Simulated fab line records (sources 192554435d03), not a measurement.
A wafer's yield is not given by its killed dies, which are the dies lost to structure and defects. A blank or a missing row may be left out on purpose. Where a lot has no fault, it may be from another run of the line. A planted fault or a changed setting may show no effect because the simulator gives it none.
fab line records	flow n5-finfet
[record] lots = 4	wafers = 11	last-day = 18
route steps=1938 shown BEOL_M4@1099 BEOL_M5@1112 BEOL_M9@1401 PASSIVATION@1936
lots untouched by any fault: they come from a run of this same line in which no faults occurred
start-h: start of the lot's first displayed wafer, in hours after the record's first day	wait-h: hours elapsed since this lot's preceding step	" repeats the value in the row above	L1.1+2: a single row standing in for several wafers	- either no value or no given start	* or withheld: withheld	< > ~ a bound
route shown NAME@n: a module of which the file shows steps, and the number in the route of the first	usual: mean/standard deviation of fault-free wafers	same: alike in all rows	chamber/n: place in a boat	sites: each site's reading	_std_site: the values' standard deviation	_edge_site: outer sites' mean less inner sites'	radius-mm: for every site, how far away it sits from the centre of the wafer	mask NAME#n: copy n	behind: the last tool/chamber to shape the wafer	hold: why the lot was held/for how many hours/how that ended	device: whichever transistor did not switch (one of n, p or np)	end of line: tests run on the same wafers once the route is complete	a step without rows: its recipe alone	killed: dies that structure and defects cost at the first sort, which is not the same as the wafer's yield	map: per-die view of a wafer (x killed, . not killed, _ where there is no die)
set.NAME: the run value of the setting; set.NAME@STEP: its run value at that earlier step	model.NAME: the simulator's own value behind a step, which no gauge read
lots at selected steps of the route; one table per step, one row per wafer
services: when a tool's chamber went out of use (start-h, in hours from the record's first day, below 0 if earlier), for how many hours, and the reason
[[steps]]
[step N5_BEOL_M4_ANNEAL_95]
[recipe] temp-c = 400	time-s = 240	ambient = vacuum
[step N5_BEOL_M4_SPUTTER_96]
[recipe] material = Cu	target-thk-a = 45	temp-c = -20	chamber-pressure-pa = 0.07	power-w = withheld	time-s = 8.29
[step N5_BEOL_M4_ECD_50]
[recipe] material = Cu	target-thk-a = 3000
[step N5_BEOL_M4_ANNEAL_51]
[recipe] temp-c = 225	time-s = 90	ambient = N2
[step N5_BEOL_M4_CMP_52]
[recipe] stop-on = SiOC	t-overpolish-s = 6.8	down-force-psi = 1	platen-rpm = 50	clearing-platen-down-force-psi = 1.5	clearing-platen-rpm = 50	post-cmp-clean = cu-alkaline	target-thk-nm = 40	clearing-platen-pad-velocity-m-s = 0.99484	pad-velocity-m-s = 0.99484
[step N5_BEOL_M4_PRE_CLEAN_60]
[recipe] gas = NH3/H2	time-s = 15	temp-c = *	rf-power-w = 300
[step N5_BEOL_M4_CO_CAP_55]
[recipe] material = Co	target-thk-a = 20	temp-c = 200	precursor = CCTBA/H2	pressure-torr = 30	time-s = 102.1
[step N5_BEOL_M4_PRE_CLEAN_56]
[recipe] gas = NH3	time-s = 15	temp-c = withheld	rf-power-w = 300
[step N5_BEOL_M4_DEP_57]
[recipe] material = SiCN	target-thk-a = 80	temp-c = withheld	precursor = 3MS/NH3	pressure-torr = 3	rf-w = 202	time-s = 14
[step N5_BEOL_M4_RC_MEAS_101]
[usual] DIBL_N = 35.6/1.7	DIBL_P = 35.0/2	IOFF_N = 0.148/0.027	IOFF_P = 0.19/0.032	ION_N = 671/14	ION_P = 460/9.1	SS_N = 71.3/0.62	SS_P = 73.0/0.64	VT_N = 251/3.2	VT_P = -251.5/2.9
lot.wafer	tool	chamber	start-h	wait-h	DIBL_N[mV/V]	DIBL_P[mV/V]	IOFF_N[nA/um]	IOFF_P[nA/um]	ION_N[uA/um]	ION_P[uA/um]	SS_N[mV/dec]	SS_P[mV/dec]	VT_N[mV]	VT_P[mV]
L198.4	prober-02	0	277.38	0.5	38.5	37.0	0.162	0.19	658	448	71.8	73.5	253	-254.6
L198.5	"	0	"	"	37.3	34.4	0.136	0.17	655	447	71.3	73.3	257	-256.0
L199.2	prober-01	0	280.30	0.2	33.1	30.9	0.110	0.16	655	448	70.5	72.6	255	-255.2
L199.4	"	0	"	"	37.2	35.9	0.177	0.23	674	458	72.4	73.5	250	-248.7
L199.6	"	0	"	"	35.7	34.2	0.147	0.20	670	459	71.4	73.9	252	-252.3
L202.1	prober-01	0	296.51	0.0	36.1	35.4	0.141	0.18	672	458	70.8	72.8	252	-252.9
L202.3	"	0	"	"	36.5	36.2	0.153	0.19	670	457	70.9	72.4	251	-250.3
L202.5	"	0	"	"	37.2	36.2	0.154	0.18	670	452	71.8	73.2	252	-253.0
L206.2	prober-01	0	322.17	0.2	37.2	37.1	0.165	0.21	673	462	70.8	73.0	246	-249.8
L206.4	"	0	"	"	37.3	36.3	0.151	0.18	671	452	71.6	73.3	252	-255.0
L206.6	"	0	"	"	37.2	37.4	0.156	0.20	682	466	71.9	73.2	252	-252.4
[step N5_BEOL_M5_ILD_DEP_00]
[recipe] material = SiCOH_lowk	target-thk-a = 1406.4	temp-c = 300	precursor = DEMS/porogen	pressure-torr = 5	rf-w = 500	time-s = 25.9
[step N5_BEOL_M5_CURE_79]
[recipe] temp-c = 385	time-s = 240	ambient = He/Ar	material = SiCOH_lowk
[step N5_BEOL_M5_PECVD_70]
[recipe] material = SiO2	target-thk-a = 160	temp-c = 400	precursor = TEOS/O2	pressure-torr = 5.5	rf-w = 450	teos-flow-sccm = 53.8	gas = O2	flow-sccm = 3000	time-s = 18
[step N5_BEOL_M5_HM_DEP_02]
[recipe] material = TiN	target-thk-a = 200	temp-c = 25	chamber-pressure-pa = 0.49996
[step N5_BEOL_M5_COAT_59]
[recipe] resist = SOC	temp-c = 250	time-s = 60	spin-rpm = 1500	resist-thk-nm = 60
[step N5_BEOL_M5_COAT_60]
[recipe] resist = SiARC	temp-c = 220	time-s = 60	spin-rpm = 1500	resist-thk-nm = 12
[step N5_BEOL_M5_COAT_71]
[recipe] resist = underlayer	temp-c = 205	time-s = 60	spin-rpm = 1500	resist-thk-nm = 5
[step N5_BEOL_M5_COAT_05]
[recipe] resist = CAR-EUV	spin-rpm = 1500	resist-thk-nm = 30
[step N5_BEOL_M5_EBR_07]
[recipe] solvent = PGMEA	ebr-width-mm = 1.5
[step N5_BEOL_M5_SOFTBAKE_06]
[recipe] temp-c = 110	time-s = 60	resist = CAR-EUV
[step N5_BEOL_M5_EXPOSE_08]
[recipe] mask-id = M5	na = 0.33	source-shape = annular	sigma-inner = 0.4	sigma-outer = 0.8	polarization = unpolarized	target-cd-nm = 28	dose-mj = 35.75
[step N5_BEOL_M5_PEB_09]
[recipe] peb-temp-c = 100	peb-time-s = 60	resist = CAR-EUV
[step N5_BEOL_M5_DEVELOP_10]
[recipe] develop-time-s = 30	developer = TMAH	resist = CAR-EUV	rinse-liquid = surfactant-rinse	dry = air-spin	dev-temp-c = 23
[step N5_BEOL_M5_DESCUM_16]
[recipe] chemistry = O2	time-s = 7	source-power-w = 50	bias-power-w = 20	pressure-mtorr = 20	rf-frequency-hz = 2.712e+07	temp-c = 40	resist = CAR-EUV	o2-flow-sccm = 225
[step N5_BEOL_M5_ETCH_72]
[recipe] chemistry = N2/H2	target = underlayer	target-depth-a = 65	mask-material = CAR-EUV	time-s = 5.2	ion-energy-ev = 200	pressure-mtorr = 30	source-w = 840	bias-w = 150	n2-flow-sccm = 200	h2-flow-sccm = 200	ends = cleared
[step N5_BEOL_M5_ETCH_61]
[recipe] chemistry = CF4	target = SiARC	target-depth-a = 156	mask-material = CAR-EUV	time-s = 26	ion-energy-ev = 80	pressure-mtorr = 40	source-w = 545	bias-w = 36	Ar_flow_sccm = 100	cf4-flow-sccm = 100	ends = cleared
[step N5_BEOL_M5_ETCH_62]
[recipe] chemistry = N2/H2	target = SOC	target-depth-a = 750	overetch-a = 150	mask-material = SiARC	temp-c = 40	time-s = 112.5	ion-energy-ev = 200	pressure-mtorr = 30	source-w = 840	bias-w = 150	n2-flow-sccm = 200	h2-flow-sccm = 200
[step N5_BEOL_M5_STRIP_63]
[recipe] chemistry = N2/H2	temp-c = 40	n2-flow-sccm = 200	h2-flow-sccm = 200	rf-frequency-hz = 6e+07
[step N5_BEOL_M5_STRIP_73]
[recipe] chemistry = N2/H2	temp-c = 40	n2-flow-sccm = 200	h2-flow-sccm = 200	rf-frequency-hz = 6e+07
[step N5_BEOL_M5_STRIP_64]
[recipe] chemistry = CF4	resist = SiARC	power-w = 300	bias-power-w = 75	pressure-mtorr = 50	cf4-flow-sccm = 150	rf-frequency-hz = 6e+07
[step N5_BEOL_M5_HM_OPEN_17]
[recipe] chemistry = Cl2/BCl3	target-depth-a = 200	overetch-a = 60	target = TiN	mask-material = SOC	ion-energy-ev = 150	pressure-mtorr = 10	icp-w = 1000	bias-w = 126	Cl2_flow_sccm = 53.25	bcl3-flow-sccm = 21.75	Ar_flow_sccm = 25
[step N5_BEOL_M5_STRIP_19]
[recipe] chemistry = O2	power-w = 400	temp-c = 40	pressure-mtorr = 30	rf-frequency-hz = 6e+07	bias-power-w = 0	overash-fraction = 0.2	o2-flow-sccm = 225
[step N5_BEOL_M5_COAT_65]
[recipe] resist = SOC	temp-c = 250	time-s = 60	spin-rpm = 1500	resist-thk-nm = 60
[step N5_BEOL_M5_COAT_66]
[recipe] resist = SiARC	temp-c = 220	time-s = 60	spin-rpm = 1500	resist-thk-nm = 12
[step N5_BEOL_M9_ILD_DEP_00]
[recipe] material = SiCOH_lowk	target-thk-a = 3085.1	temp-c = 300	precursor = DEMS/porogen	pressure-torr = 5	rf-w = 500	time-s = 58
[usual] heater-power-w = 287/32	showerhead-plenum-p-Torr = 5.735/0.016	throttle-valve-pct = 13.8/0.51
lot.wafer	tool	chamber	start-h	wait-h	heater-power-w	showerhead-plenum-p-Torr	throttle-valve-pct
L199.2	pecvd-02	2	319.00	0.0	256	5.746	13.5
L199.4	"	0	"	"	285	5.747	14.0
L199.6	"	2	"	"	259	5.732	13.8
L199.2	pecvd-02	2	319.25	0.2	249	5.758	13.8
L199.4	"	0	"	"	290	5.738	13.8
L199.6	"	2	"	"	259	5.769	13.6
L198.4	pecvd-03	0	319.24	0.1	288	5.719	13.6
L198.5	"	2	"	"	262	5.742	12.8
L202.1	pecvd-02	0	339.66	0.0	291	5.737	13.8
L202.3	"	2	"	"	269	5.763	13.8
L202.5	"	2	"	"	271	5.754	13.6
L202.1	pecvd-02	0	339.95	0.3	286	5.750	13.8
L202.3	"	2	"	"	265	5.755	13.3
L202.5	"	2	"	"	280	5.751	13.7
L206.2	pecvd-03	1	367.27	0.0	328	5.758	14.5
L206.4	"	0	"	"	278	5.717	13.7
L206.6	"	1	"	"	321	5.732	14.6
[step N5_BEOL_M9_CURE_71]
[recipe] temp-c = 385	time-s = 240	ambient = He/Ar	material = SiCOH_lowk
[usual] lamp-power-pct = 52.31/0.055	wafer_temp_C_max = 386.9/0.64
lot.wafer	tool	chamber	start-h	wait-h	lamp-power-pct	wafer_temp_C_max	model.SiCOH_lowk_of_BEOL_M9_ILD_DEP_00.thk-nm
L198.4	uv-cure-03	1	319.58	0.3	52.30	387.4	271.4
L198.5	"	1	"	"	52.28	387.3	273.6
L199.2	uv-cure-01	2	320.24	1.0	52.30	388.3	543.4
L199.4	"	2	"	"	52.28	386.9	546.6
L199.6	"	2	"	"	52.43	386.5	551.2
L202.1	uv-cure-01	0	340.84	0.9	52.28	386.1	535
L202.3	"	0	"	"	52.36	386.8	539.8
L202.5	"	0	"	"	52.26	386.6	548.8
L206.2	uv-cure-01	0	367.43	0.1	52.28	386.5	266.4
L206.4	"	0	"	"	52.32	387.1	270.2
L206.6	"	0	"	"	52.37	386.8	272.4
[step N5_BEOL_M9_THK_MEAS_01]
[recipe] reads = SiCOH_lowk_of_BEOL_M9_ILD_DEP_00
[usual] M9_ILD_THK = 268/3.9
lot.wafer	tool	chamber	start-h	wait-h	M9_ILD_THK[nm]
L198.4	film-metro-02	-	319.85	0.2	272
L198.5	"	-	"	"	274
L199.2	film-metro-01	-	320.67	0.4	544
L199.4	"	-	"	"	546
L199.6	"	-	"	"	552
L202.1	film-metro-02	-	341.36	0.4	535
L202.3	"	-	"	"	539
L202.5	"	-	"	"	549
L206.2	film-metro-02	-	367.87	0.4	266
L206.4	"	-	"	"	270
L206.6	"	-	"	"	272
[step N5_BEOL_M9_CMP_52]
[recipe] stop-on = SiCOH_lowk	t-overpolish-s = 7	down-force-psi = 1	platen-rpm = 50	clearing-platen-down-force-psi = 1.5	clearing-platen-rpm = 50	post-cmp-clean = cu-alkaline	target-thk-nm = 140	clearing-platen-pad-velocity-m-s = 0.99484	pad-velocity-m-s = 0.99484
[usual] barrier-field-endpoint-s = 28.7/0.68	motor-current-A = 6.2/0.7	overpolish-run-s = 7.001/0.0095	time-to-endpoint-s = 65.4/2.4
lot.wafer	tool	chamber	start-h	wait-h	barrier-field-endpoint-s	motor-current-A	overpolish-run-s	time-to-endpoint-s	model.SiCOH_lowk_of_BEOL_M9_ILD_DEP_00.thk-nm
L199.4	cmp-03	1	325.98	0.2	27.8	6.9	7.002	62.2	543.6
L199.2	"	2	"	"	28.6	6.4	6.999	66.3	540.4
L199.6	"	3	"	"	28.5	5.4	6.999	62.0	548.2
L198.4	cmp-03	1	326.70	0.1	28.5	7.2	7.001	61.6	268.4
L198.5	"	2	"	"	28.6	6.2	6.995	63.6	270.6
L202.3	cmp-02	3	346.00	0.2	28.8	6.1	7.009	64.4	536.8
L202.1	"	0	"	"	28.9	6.3	6.999	64.1	532
L202.5	"	2	"	"	29.7	6.4	7.002	67.0	545.8
L206.2	cmp-03	3	374.89	0.2	27.6	5.2	7.002	62.1	263.4
L206.4	"	2	"	"	27.7	5.9	6.987	65.1	267.2
L206.6	"	3	"	"	27.9	5.3	6.993	62.5	269.4
[step N5_PASSIVATION_PROBE_49]
[usual] defect-limited-yield = 91.2/1.6	killed_at_M0_to_M3 = 35/11	killed_at_M4_up = 14/5.4	killed-at-contacts = 13/6	killed-at-front-end = 38/11	killed-at-other = 3.4/2.6	killed-dies = 104/19	killed-on-rim = 13/3.9	killed-open = 68/13	killed-short = 34/8.5	sort_bin_5_function = 5.1/1	sort_bin_6_memory = 3.3/0.72	sort-n-pass = 1075/22	sort-yield-pct = 91.1/1.9
[same] gross-dies = 1180	killed-at-back-side = 0	sort_bin_4_leakage[%] = 0	sort_bin_8_speed[%] = 0
lot.wafer	tool	chamber	start-h	wait-h	defect-limited-yield[%]	killed_at_M0_to_M3	killed_at_M4_up	killed-at-contacts	killed-at-front-end	killed-at-other	killed-dies	killed-on-rim	killed-open	killed-short	sort_bin_5_function[%]	sort_bin_6_memory[%]	sort-n-pass	sort-yield-pct[%]
L199.2	prober-02	-	389.43	0.1	0	17	1116	16	28	3	1180	152	53	27	97.0	2.9	0	0
L199.4	prober-02	-	389.53	0.2	0	37	1089	15	33	6	1180	152	69	37	96.3	3.5	0	0
L199.6	prober-02	-	389.63	0.3	0	29	1088	15	44	4	1180	152	78	24	97.0	2.6	0	0
L198.4	prober-01	-	393.20	0.2	93.4	19	9	16	32	2	78	10	51	25	4.3	2.0	1102	93.4
L198.5	prober-01	-	393.25	0.2	92.6	29	15	14	29	0	87	10	60	23	4.2	3.1	1093	92.6
L202.1	prober-02	-	408.28	0.0	0	40	1096	12	28	4	1180	152	61	26	96.4	3.1	0	0
L202.3	prober-02	-	408.38	0.1	0	26	1087	22	42	3	1180	152	70	36	95.8	3.7	0	0
L202.5	prober-02	-	408.48	0.2	0	34	1086	10	48	2	1180	152	68	31	96.4	3.4	0	0
// killed by level:class
L199.2 BEOL_M9:area-etch=1098 MOL_CONTACT_COAG:geometric-particle:open=13 BEOL_M4:geometric-particle:open=8 STI_FIN_REVEAL:geometric-particle:open=5 BEOL_M0_SAQP:geometric-particle:short=5 DUMMY_GATE:geometric-particle:open=4 BEOL_M0_SAQP:geometric-particle:open=4 BEOL_M2:geometric-particle:open=4
L199.4 BEOL_M9:area-etch=1072 MOL_CONTACT_COAG:geometric-particle:open=13 BEOL_M3:geometric-particle:open=10 BEOL_M0_SAQP:geometric-particle:short=9 BEOL_M1:geometric-particle:open=7 FIN_SAQP:geometric-particle:short=5 GATE_CUT:geometric-particle:short=5 BEOL_M4:geometric-particle:open=5
L199.6 BEOL_M9:area-etch=1076 FIN_SAQP:geometric-particle:open=14 MOL_CONTACT_COAG:geometric-particle:open=11 BEOL_M2:geometric-particle:open=8 BEOL_M3:geometric-particle:open=8 BEOL_M1:geometric-particle:open=7 STARTING-WAFER:geometric-particle:open=6 DUMMY_GATE:geometric-particle:open=4
L198.4 MOL_CONTACT_COAG:geometric-particle:open=11 FIN_SAQP:geometric-particle:open=7 BEOL_M4:geometric-particle:open=6 MOL_CONTACT_COAG:geometric-particle:short=5 BEOL_M3:geometric-particle:open=5 STI_FIN_REVEAL:geometric-particle:open=4 STARTING-WAFER:geometric-particle:short=4 GATE_CUT:geometric-particle:short=3
L198.5 MOL_CONTACT_COAG:geometric-particle:open=13 BEOL_M0_SAQP:geometric-particle:short=8 BEOL_M4:geometric-particle:open=8 BEOL_M0_SAQP:geometric-particle:open=6 BEOL_M1:geometric-particle:open=6 DUMMY_GATE:geometric-particle:open=5 BEOL_M3:geometric-particle:open=5 STI_FIN_REVEAL:geometric-particle:open=4
L202.1 BEOL_M9:area-etch=1093 STI_FIN_REVEAL:geometric-particle:open=11 BEOL_M3:geometric-particle:open=11 MOL_CONTACT_COAG:geometric-particle:open=9 BEOL_M0_SAQP:geometric-particle:short=9 BEOL_M0_SAQP:geometric-particle:open=8 ILD0:geometric-particle:open=4 MOL_CONTACT_COAG:geometric-particle:short=3
L202.3 BEOL_M9:area-etch=1074 MOL_CONTACT_COAG:geometric-particle:open=14 FIN_SAQP:geometric-particle:open=13 BEOL_M2:geometric-particle:open=10 MOL_CONTACT_COAG:geometric-particle:short=8 FIN_SAQP:geometric-particle:short=7 STI_FIN_REVEAL:geometric-particle:open=6 BEOL_M4:geometric-particle:open=4
L202.5 BEOL_M9:area-etch=1081 BEOL_M2:geometric-particle:open=15 STI_FIN_REVEAL:geometric-particle:open=13 GATE_CUT:geometric-particle:short=7 MOL_CONTACT_COAG:geometric-particle:open=7 FIN_SAQP:geometric-particle:open=5 BEOL_M0_SAQP:geometric-particle:open=5 FIN_SAQP:geometric-particle:short=4
// map L199.2 (x killed, . not)
_________________xxxxxxxxxxxx________________
______________xxxxxxxxxxxxxxxxxx_____________
___________xxxxxxxxxxxxxxxxxxxxxxxx__________
__________xxxxxxxxxxxxxxxxxxxxxxxxxx_________
________xxxxxxxxxxxxxxxxxxxxxxxxxxxxxx_______
_______xxxxxxxxxxxxxxxxxxxxxxxxxxxxxxxx______
______xxxxxxxxxxxxxxxxxxxxxxxxxxxxxxxxxx_____
_____xxxxxxxxxxxxxxxxxxxxxxxxxxxxxxxxxxxx____
____xxxxxxxxxxxxxxxxxxxxxxxxxxxxxxxxxxxxxx___
___xxxxxxxxxxxxxxxxxxxxxxxxxxxxxxxxxxxxxxxx__
___xxxxxxxxxxxxxxxxxxxxxxxxxxxxxxxxxxxxxxxx__
__xxxxxxxxxxxxxxxxxxxxxxxxxxxxxxxxxxxxxxxxxx_
__xxxxxxxxxxxxxxxxxxxxxxxxxxxxxxxxxxxxxxxxxx_
_xxxxxxxxxxxxxxxxxxxxxxxxxxxxxxxxxxxxxxxxxxxx
_xxxxxxxxxxxxxxxxxxxxxxxxxxxxxxxxxxxxxxxxxxxx
_xxxxxxxxxxxxxxxxxxxxxxxxxxxxxxxxxxxxxxxxxxxx
_xxxxxxxxxxxxxxxxxxxxxxxxxxxxxxxxxxxxxxxxxxxx
_xxxxxxxxxxxxxxxxxxxxxxxxxxxxxxxxxxxxxxxxxxxx
_xxxxxxxxxxxxxxxxxxxxxxxxxxxxxxxxxxxxxxxxxxxx
_xxxxxxxxxxxxxxxxxxxxxxxxxxxxxxxxxxxxxxxxxxxx
_xxxxxxxxxxxxxxxxxxxxxxxxxxxxxxxxxxxxxxxxxxxx
__xxxxxxxxxxxxxxxxxxxxxxxxxxxxxxxxxxxxxxxxxx_
__xxxxxxxxxxxxxxxxxxxxxxxxxxxxxxxxxxxxxxxxxx_
___xxxxxxxxxxxxxxxxxxxxxxxxxxxxxxxxxxxxxxxx__
___xxxxxxxxxxxxxxxxxxxxxxxxxxxxxxxxxxxxxxxx__
____xxxxxxxxxxxxxxxxxxxxxxxxxxxxxxxxxxxxxx___
_____xxxxxxxxxxxxxxxxxxxxxxxxxxxxxxxxxxxx____
______xxxxxxxxxxxxxxxxxxxxxxxxxxxxxxxxxx_____
_______xxxxxxxxxxxxxxxxxxxxxxxxxxxxxxxx______
________xxxxxxxxxxxxxxxxxxxxxxxxxxxxxx_______
__________xxxxxxxxxxxxxxxxxxxxxxxxxx_________
___________xxxxxxxxxxxxxxxxxxxxxxxx__________
______________xxxxxxxxxxxxxxxxxx_____________
_________________xxxxxxxxxxxx________________
// map L202.1 (x killed, . not)
_________________xxxxxxxxxxxx________________
______________xxxxxxxxxxxxxxxxxx_____________
___________xxxxxxxxxxxxxxxxxxxxxxxx__________
__________xxxxxxxxxxxxxxxxxxxxxxxxxx_________
________xxxxxxxxxxxxxxxxxxxxxxxxxxxxxx_______
_______xxxxxxxxxxxxxxxxxxxxxxxxxxxxxxxx______
______xxxxxxxxxxxxxxxxxxxxxxxxxxxxxxxxxx_____
_____xxxxxxxxxxxxxxxxxxxxxxxxxxxxxxxxxxxx____
____xxxxxxxxxxxxxxxxxxxxxxxxxxxxxxxxxxxxxx___
___xxxxxxxxxxxxxxxxxxxxxxxxxxxxxxxxxxxxxxxx__
___xxxxxxxxxxxxxxxxxxxxxxxxxxxxxxxxxxxxxxxx__
__xxxxxxxxxxxxxxxxxxxxxxxxxxxxxxxxxxxxxxxxxx_
__xxxxxxxxxxxxxxxxxxxxxxxxxxxxxxxxxxxxxxxxxx_
_xxxxxxxxxxxxxxxxxxxxxxxxxxxxxxxxxxxxxxxxxxxx
_xxxxxxxxxxxxxxxxxxxxxxxxxxxxxxxxxxxxxxxxxxxx
_xxxxxxxxxxxxxxxxxxxxxxxxxxxxxxxxxxxxxxxxxxxx
_xxxxxxxxxxxxxxxxxxxxxxxxxxxxxxxxxxxxxxxxxxxx
_xxxxxxxxxxxxxxxxxxxxxxxxxxxxxxxxxxxxxxxxxxxx
_xxxxxxxxxxxxxxxxxxxxxxxxxxxxxxxxxxxxxxxxxxxx
_xxxxxxxxxxxxxxxxxxxxxxxxxxxxxxxxxxxxxxxxxxxx
_xxxxxxxxxxxxxxxxxxxxxxxxxxxxxxxxxxxxxxxxxxxx
__xxxxxxxxxxxxxxxxxxxxxxxxxxxxxxxxxxxxxxxxxx_
__xxxxxxxxxxxxxxxxxxxxxxxxxxxxxxxxxxxxxxxxxx_
___xxxxxxxxxxxxxxxxxxxxxxxxxxxxxxxxxxxxxxxx__
___xxxxxxxxxxxxxxxxxxxxxxxxxxxxxxxxxxxxxxxx__
____xxxxxxxxxxxxxxxxxxxxxxxxxxxxxxxxxxxxxx___
_____xxxxxxxxxxxxxxxxxxxxxxxxxxxxxxxxxxxx____
______xxxxxxxxxxxxxxxxxxxxxxxxxxxxxxxxxx_____
_______xxxxxxxxxxxxxxxxxxxxxxxxxxxxxxxx______
________xxxxxxxxxxxxxxxxxxxxxxxxxxxxxx_______
__________xxxxxxxxxxxxxxxxxxxxxxxxxx_________
___________xxxxxxxxxxxxxxxxxxxxxxxx__________
______________xxxxxxxxxxxxxxxxxx_____________
_________________xxxxxxxxxxxx________________
[[services]]
tool	chamber	start-h	hours	kind
pecvd-02	1	295.80	5.9	repair
pecvd-03	2	302.47	2.1	scheduled-down
pecvd-03	0	306.33	5.5	scheduled-down
uv-cure-01	-	324.70	12.8	repair
uv-cure-03	-	325.06	2.2	repair
cmp-02	-	338.94	2.4	repair
cmp-02	-	346.39	0.6	repair
pecvd-03	-	352.80	0.8	pm
cmp-02	-	355.98	1.0	repair
[[key]]
[first-sign] step = N5_BEOL_M9_ILD_DEP_00	reading = visit	direction = added
[effect] step = N5_BEOL_M9_THK_MEAS_01	reading = M9_ILD_THK	direction = up	sigmas = 71	usual = 268	struck = 544
[effect] step = N5_PASSIVATION_PROBE_49	reading = killed_at_M4_up	direction = up	sigmas = 99+	usual = 14	struck = 1094
[model-effect] step = N5_BEOL_M9_CURE_71	value = SiCOH_lowk_of_BEOL_M9_ILD_DEP_00.thk-nm	without = 266.6	struck = 544.1
[model-effect] step = N5_BEOL_M9_CMP_52	value = SiCOH_lowk_of_BEOL_M9_ILD_DEP_00.thk-nm	without = 263.6	struck = 541.1
[more-kills-born-at] N5_BEOL_M9_ETCH_41@rie-diel-02 = 3248	N5_BEOL_M9_ETCH_41@rie-diel-04 = 3246
met-at N5_BEOL_M9_ILD_DEP_00
struck-wafers L199.2,L199.4,L199.6,L202.1,L202.3,L202.5
later-rows-left-out L199.2,L199.4,L199.6,L202.1,L202.3,L202.5
[fault] kind = repeated-step-whole	tool = pecvd-01,pecvd-02,pecvd-03	chamber = -	onset-h = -	steps = N5_BEOL_M9_ILD_DEP_00	times = 1	scope = struck-lots-only
// later-rows-left-out: the simulator's readings of these wafers behind a module that went badly wrong aren't trusted and aren't shown, but for the sort
